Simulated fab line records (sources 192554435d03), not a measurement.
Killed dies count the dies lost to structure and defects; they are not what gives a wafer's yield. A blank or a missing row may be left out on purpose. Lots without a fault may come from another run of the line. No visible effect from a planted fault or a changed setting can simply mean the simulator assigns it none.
Comparing a struck lot with a sound one	flow n5_finfet	18 out of 1938 route steps
Sound: wafers L605.1, L605.2, L605.6. The struck wafers were L619.1, L619.3, L619.6. The cause comes at the end.
For every step that has rows: the tool of each side, followed by ch and its chambers, followed by its first start. Under that, the readings that differ: sound wafers	struck wafers	difference of the means	sigmas: that difference in standard deviations of wafers without a fault.
alike: same words and numbers on both sides, and readings whose means sit less than 2 such deviations apart. not compared: any withheld reading, any reading some wafer has no value for, any bound like >300 that may hide the same value, and any number with overlapping values for which the record gives no deviation.
Wherever a step has rows on one side only, a row that says differs or no value, or a row with sigmas, the two part there. When numbers do not overlap yet have no deviation, they are printed without sigmas and do not part them. A reading missing from all wafers of one side parts the sides only when that side holds two or more wafers.

first, 1 step without rows for these wafers: N5_MOL_CONTACT_COAG_STRIP_98 (strips in N2/H2).
N5_MOL_CONTACT_COAG_CD_MEAS_99: the cd target is 17.2 nm.
  struck on cd_sem-02, day 9 07:04; sound on cd_sem-02, day 5 16:17
  alike: cd_nm
then, 2 steps without rows for these wafers: N5_MOL_CONTACT_COAG_IMPLANT_129; N5_MOL_CONTACT_COAG_PRECLEAN_111 (cleans in NF3:NH3, afs cycles 1, time 20 s, sublimation time 60 s).
N5_MOL_CONTACT_COAG_TI_SIL_19: material Ti, target thk 4.2 nm, time 15 s.
  struck on pvd_sputter-01, day 9 07:49; sound on pvd_sputter-02, day 5 16:44
  alike: throttle_valve_pct
then, 3 steps without rows for these wafers: N5_MOL_CONTACT_COAG_ALD_20 (deposits TiN, target thk 1.5 nm, pulse time 1 s, purge time 3 s); N5_MOL_CONTACT_COAG_SIL_ANNEAL_21 (time 60 s); N5_MOL_CONTACT_COAG_PRE_CLEAN_141 (time 60 s).
N5_MOL_CONTACT_COAG_SPUTTER_143: material Co, target thk 2.5 nm.
  struck on pvd_sputter-01, day 9 09:20; sound on pvd_sputter-03, day 5 17:41
  alike: chamber_pressure_pa, substrate_temp_c, throttle_valve_pct
N5_MOL_CONTACT_COAG_CO_FILL_22: material Co, precursor CCTBA/H2, target thk 20 nm.
  sound on cvd_co-01 ch 0,1, day 5 17:49; struck on cvd_co-01 ch 0,1,2, day 9 09:28
  alike: heater_power_w
  not compared: since_wet_clean_h
N5_MOL_CONTACT_COAG_ANNEAL_113: time 300 s.
  sound on rtp_anneal-01 ch 0, day 5 18:27; struck on rtp_anneal-01 ch 0, day 9 10:04
  alike: lamp_power_pct, wafer_temp_C_max
N5_MOL_CONTACT_COAG_PRE_CLEAN_142: time 60 s.
  struck on pvd_sputter-03, day 9 13:06; sound on pvd_sputter-02, day 5 20:42
  alike: heater_power_w
N5_MOL_CONTACT_COAG_SPUTTER_130: material Co, target thk 47.5 nm.
  struck on pvd_sputter-03, day 9 13:10; sound on pvd_sputter-02, day 5 20:46
  no value came back on the struck wafers for cathode_dc_power_W (W), chamber_pressure_pa (Pa), throttle_valve_pct (%); on the sound wafers cathode_dc_power_W (W) reads 3000.3 2999.2 3000.4
then, 2 steps without rows for these wafers: N5_MOL_CONTACT_COAG_PRECLEAN_125 (cleans in DIW, time 57.5 s); N5_MOL_CONTACT_COAG_SRD_126 (dry time 32 s).
N5_MOL_CONTACT_COAG_CMP_23: polishes, stops on SiO2, t overpolish 1.5 s, target thk 0 nm.
  sound on cmp-04 ch 0,1, day 5 20:56; struck on cmp-03 ch 1,2,3, day 9 13:20
reading	sound	struck	difference	sigmas
time_to_endpoint_s (s)	9.3 9.2 7.2	1.6 1.5 4.5	-6.0	-3
model.Co_of_MOL_CONTACT_COAG_CO_FILL_22.thk_nm (nm)	19.6 20.2 19.8	0 0 0	-20	
  alike: motor_current_A, platen_rpm, slurry_flow_ml_min
-- here the record skips 3 days between the struck wafers' starts before and after, leaving off in module MOL_CONTACT_COAG and picking up in module BEOL_M4 (first step shown: number 1111 of the route) --
N5_BEOL_M4_RC_MEAS_101:
  sound on prober-02 ch 0, day 9 08:45; struck on prober-01 ch 0, day 12 16:50
  alike: DIBL_N, DIBL_P, IOFF_N, IOFF_P, ION_N, ION_P, SS_N, SS_P, VT_N, VT_P
-- here the record skips 4 days between the struck wafers' starts before and after, leaving off in module BEOL_M4 and picking up in module PASSIVATION (first step shown: number 1936 of the route) --
N5_PASSIVATION_PROBE_49:
  struck on prober-01, day 17 02:53; sound on prober-02, day 13 14:25
reading	sound	struck	difference	sigmas
killed_at_front_end	43 18 20	44 52 61	+25	+2
  alike: defect_limited_yield, killed_at_M0_to_M3, killed_at_M4_up, killed_at_contacts, killed_at_other, killed_dies, killed_open, killed_short, sort_bin_5_function, sort_bin_6_memory, sort_bin_8_speed, sort_n_pass, sort_yield_pct

WHERE THEY PART
Last at N5_PASSIVATION_PROBE_49 as far as this record goes, first at N5_MOL_CONTACT_COAG_SPUTTER_130.

WHY: the cause the simulator had injected
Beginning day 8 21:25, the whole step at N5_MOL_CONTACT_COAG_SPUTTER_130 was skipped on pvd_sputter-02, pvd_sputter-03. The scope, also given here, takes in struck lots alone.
